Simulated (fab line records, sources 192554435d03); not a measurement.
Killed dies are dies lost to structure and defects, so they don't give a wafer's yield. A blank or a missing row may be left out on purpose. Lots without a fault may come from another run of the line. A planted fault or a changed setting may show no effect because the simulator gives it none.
Problem report in the 8D (eight disciplines) form, filled by code | flow n5_finfet | the parts of the form that need people (team, actions taken, sign-off) are left out
Where a reading is given only as a bound, like >300, the bound stands for it, and a mean or a difference that rests on one is marked > or <: the true number lies beyond.

1. THE PROBLEM
raw_defect_count at N5_BEOL_M14_INSPECT_30 reads a mean of >300 on 5 wafers of 2 lots; wafers without a fault read 2.1 with a standard deviation of 1.5. That is +99 or more standard deviations from the usual mean.
The step: inspects for defects (macro).
First seen on wafer L944.3, day 15 00:27, on defect_inspect-01. The record holds 29 wafers of 10 lots with a number at this step. Rule for "out", or "out of limits": more than 4 standard deviations from the usual mean. The other wafers with a number count as sound.

2. WHAT IT IS AND WHAT IT IS NOT
question                    | is                                   | is not
which readings at this step | raw_defect_count                     | -
which lots                  | L944, L948                           | L934, L936, L937, L939, L940, L943, L950, L953
which wafers of those lots  | all that have a number               | -
read on which gauges        | defect_inspect-01, defect_inspect-02 | -
when                        | from day 15 00:27                    | up to then (18 sound wafers); but 6 sound wafers of L950, L953 came after

3. SUSPECTS, AND WHAT RULES EACH OUT
Counting: a tool at a process step up to the reading stays a suspect if it ran every lot that is out and no sound lot after the first of them.
- the gauge at N5_BEOL_M14_INSPECT_30: ruled out. The wafers that are out were read on 2 gauges (defect_inspect-01, defect_inspect-02).
- rie_diel-01 at N5_BEOL_M14_STRIP_64 (strips in O2): kept. It ran every lot that is out, first L944 (day 14 23:00), and no sound lot after that; its last sound lot up to then is L943 (day 14 23:00).
Left after counting: rie_diel-01 at N5_BEOL_M14_STRIP_64.

4. THE CAUSE (what the simulator had put in)
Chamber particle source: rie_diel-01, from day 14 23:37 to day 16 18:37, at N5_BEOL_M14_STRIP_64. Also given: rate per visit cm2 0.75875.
Counting left only this tool.

5. THE CHAIN OF EFFECTS, in route order
Each row: a reading whose mean over the struck wafers that have a number lies more than 3 standard deviations from the usual. Only readings for which the record gives a usual standard deviation are gone through. hours: the time from each lot's start at the first step in this table that gives one to its start at this step, as a median over the lots. sigmas: the change in usual standard deviations.
hours | step                    | reading              | usual  | on struck wafers | change | sigmas
0     | N5_BEOL_M14_INSPECT_30  | raw_defect_count     | 2.1    | >300             | >+298  | +99 or more
29    | N5_PASSIVATION_PROBE_49 | defect_limited_yield | 91.3 % | 83.6             | -7.7   | -5.5
29    | N5_PASSIVATION_PROBE_49 | killed_at_M4_up      | 13     | 111              | +98    | +19
29    | N5_PASSIVATION_PROBE_49 | killed_dies          | 103    | 194              | +91    | +5.4
29    | N5_PASSIVATION_PROBE_49 | killed_on_rim        | 13     | 26               | +13    | +3.6
29    | N5_PASSIVATION_PROBE_49 | sort_bin_5_function  | 5.2 %  | 10.2             | +5.0   | +5.5
29    | N5_PASSIVATION_PROBE_49 | sort_n_pass          | 1077   | 986              | -91    | -5.4
29    | N5_PASSIVATION_PROBE_49 | sort_yield_pct       | 91.3 % | 83.6             | -7.7   | -5.5
The process steps in it:
- N5_PASSIVATION_PROBE_49

6. WHAT WOULD HAVE CAUGHT IT SOONER
In this record the first reading out of limits at a measuring or inspecting step was taken at day 15 00:27, 1 hour after the fault began at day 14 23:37.
Of the tool readings at N5_BEOL_M14_STRIP_64 for which the record gives a usual standard deviation, none was out on any struck wafer, so an alarm limit of 4 standard deviations on them would not have fired.
Of the lots that are out (2), L948 began N5_BEOL_M14_STRIP_64 on rie_diel-01 after day 15 00:27. A hold on the tool at that time would have spared it.
